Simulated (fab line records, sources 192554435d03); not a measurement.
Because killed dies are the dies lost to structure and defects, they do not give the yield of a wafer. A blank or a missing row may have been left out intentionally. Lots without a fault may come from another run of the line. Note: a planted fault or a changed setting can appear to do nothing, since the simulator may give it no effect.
Split-lot study | flow n5 finfet | route with 1938 steps; 7 lots, 39 wafers read

## ABOUT THE SPLIT
At N5_BEOL_M9_ETCH_66 (etches SOC in N2/H2, target depth 80 nm, overetch 16 nm, time 120 s), the setting time s was moved away from the recipe's 120 s on 18 of the 39 wafers read, by -48.3% to +17.7%. The other wafers ran this setting at the recipe's value.

Reading taken at the split's own step.

## THE READING
SiARC_of_BEOL_M9_COAT_64.thk nm (the simulator's own value, which no gauge read), in nm, at N5_BEOL_M9_ETCH_66 (etches SOC in N2/H2, target depth 80 nm, overetch 16 nm, time 120 s). No usual value for it is given in the file. Average 6.6 nm, standard deviation 0.28 nm, over the 21 wafers here run with the recipe.

wafer  | tool, chamber at the split | time s as run, s | against the recipe | SiARC_of_BEOL_M9_COAT_64.thk nm, nm | against lot-mates on the recipe
L079.1 | rie diel-03, 1             | 89.34            | -25.5%             | 8                                   | +1.3
L079.2 | rie diel-03, 2             | 89.34            | -25.5%             | 7.8                                 | +1.1
L079.3 | rie diel-03, 3             | 120              | recipe             | 6.8                                 | -
L079.4 | rie diel-03, 2             | 120              | recipe             | 6.4                                 | -
L079.5 | rie diel-03, 3             | 120              | recipe             | 6.8                                 | -
L079.6 | rie diel-03, 1             | 89.34            | -25.5%             | 8                                   | +1.3
L080.1 | rie diel-02, 0             | 62.06            | -48.3%             | 9.2                                 | +2.5
L080.2 | rie diel-02, 3             | 120              | recipe             | 6.8                                 | -
L080.3 | rie diel-02, 2             | 120              | recipe             | 6.8                                 | -
L080.4 | rie diel-02, 1             | 62.06            | -48.3%             | 9.4                                 | +2.7
L080.5 | rie diel-02, 0             | 120              | recipe             | 6.6                                 | -
L080.6 | rie diel-02, 3             | 62.06            | -48.3%             | 9.4                                 | +2.7
L087.1 | rie diel-02, 2             | 120              | recipe             | 6.8                                 | -
L087.2 | rie diel-02, 0             | 141.2            | +17.7%             | 5.6                                 | -1.2
L087.3 | rie diel-02, 1             | 120              | recipe             | 7                                   | -
L087.4 | rie diel-02, 2             | 141.2            | +17.7%             | 5.8                                 | -1.0
L087.5 | rie diel-02, 0             | 120              | recipe             | 6.6                                 | -
L087.6 | rie diel-02, 1             | 141.2            | +17.7%             | 6                                   | -0.8
L091.1 | rie diel-06, 1             | 120              | recipe             | 6.4                                 | -
L091.2 | rie diel-06, 2             | 77.66            | -35.3%             | 8.8                                 | +2.0
L091.3 | rie diel-06, 1             | 77.66            | -35.3%             | 8.4                                 | +1.6
L091.4 | rie diel-06, 2             | 120              | recipe             | 7                                   | -
L091.5 | rie diel-06, 1             | 77.66            | -35.3%             | 8.4                                 | +1.6
L091.6 | rie diel-06, 2             | 120              | recipe             | 7                                   | -
L093.2 | rie diel-02, 0             | 120              | recipe             | 6.6                                 | -
L093.4 | rie diel-02, 2             | 120              | recipe             | 6.8                                 | -
L093.6 | rie diel-02, 0             | 120              | recipe             | 6.6                                 | -
L095.1 | rie diel-06, 2             | 76.87            | -35.9%             | 8.6                                 | +2.5
L095.2 | rie diel-06, 0             | 120              | recipe             | 6                                   | -
L095.3 | rie diel-06, 3             | 120              | recipe             | 6.4                                 | -
L095.4 | rie diel-06, 2             | 76.87            | -35.9%             | 8.8                                 | +2.7
L095.5 | rie diel-06, 0             | 120              | recipe             | 6                                   | -
L095.6 | rie diel-06, 3             | 76.87            | -35.9%             | 8.4                                 | +2.3
L094.1 | rie diel-03, 2             | 120              | recipe             | 6.6                                 | -
L094.2 | rie diel-03, 3             | 71.26            | -40.6%             | 9                                   | +2.3
L094.3 | rie diel-03, 0             | 71.26            | -40.6%             | 9                                   | +2.3
L094.4 | rie diel-03, 1             | 120              | recipe             | 6.8                                 | -
L094.5 | rie diel-03, 0             | 71.26            | -40.6%             | 9                                   | +2.3
L094.6 | rie diel-03, 1             | 120              | recipe             | 6.8                                 | -

THE FIT
A straight line over all 39 wafers: SiARC_of_BEOL_M9_COAT_64.thk nm changes by -0.0545 nm for each +1% of time s; r = -0.98; the points scatter about the line by 0.24 nm.
The same after taking each lot's own level away (the mean of its wafers on the recipe; 39 wafers): -0.0559 nm for each +1%; r = -0.98; scatter 0.22 nm.
Per that fit: largest time s move, reading shift of 2.7 nm.
The span of the lots' own levels, 6.13 to 6.80 nm, comes to 2.4 times the standard deviation stated above.
Consequently the slope shifts little with the lot-to-lot level, the two slopes agreeing.
Check: with one of the wafers moved furthest among these (-48.3%) left out of the fit, the line predicts +2.72 nm for it against its lot-mates. It came out at +2.47 nm against them.

## OTHER SPLITS APPLIED TO THESE WAFERS
Note: prior to the reading, these wafers also went through further splits. Each is held against what the fit with the lots' levels taken away leaves over:
other split on the same wafers       | wafers away from the commonest value | r with SiARC_of_BEOL_M9_COAT_64.thk nm (lot level and that fit taken away)
N5_BEOL_M3_HM_DEP_02 target thk a    | 12                                   | +0.11
N5_BEOL_M6_ILD_DEP_00 target thk a   | 15                                   | +0.01
N5_BEOL_M8_DEVELOP_10 develop time s | 15                                   | -0.40

## THE WHOLE CHAIN: every reading that the file lists as answering this split, in the file's order
step               | what it does                                                        | reading                                                                          | change (the file's fit)                                                              | r (the file's)
N5_BEOL_M9_ETCH_66 | etches SOC in N2/H2, target depth 80 nm, overetch 16 nm, time 120 s | etch.depth nm (the simulator's own value, which no gauge read)                   | not straight: 47.72 at the lowest setting, 60.08 at the recipe, 60.25 at the highest | not given
N5_BEOL_M9_ETCH_66 | etches SOC in N2/H2, target depth 80 nm, overetch 16 nm, time 120 s | SiARC_of_BEOL_M9_COAT_64.thk nm (the simulator's own value, which no gauge read) | -0.0558 nm for each +1% of the setting                                               | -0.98

## THE FILE'S OWN FIT
SiARC_of_BEOL_M9_COAT_64.thk nm changes by -0.0558 nm for each +1% of time s, r = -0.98.
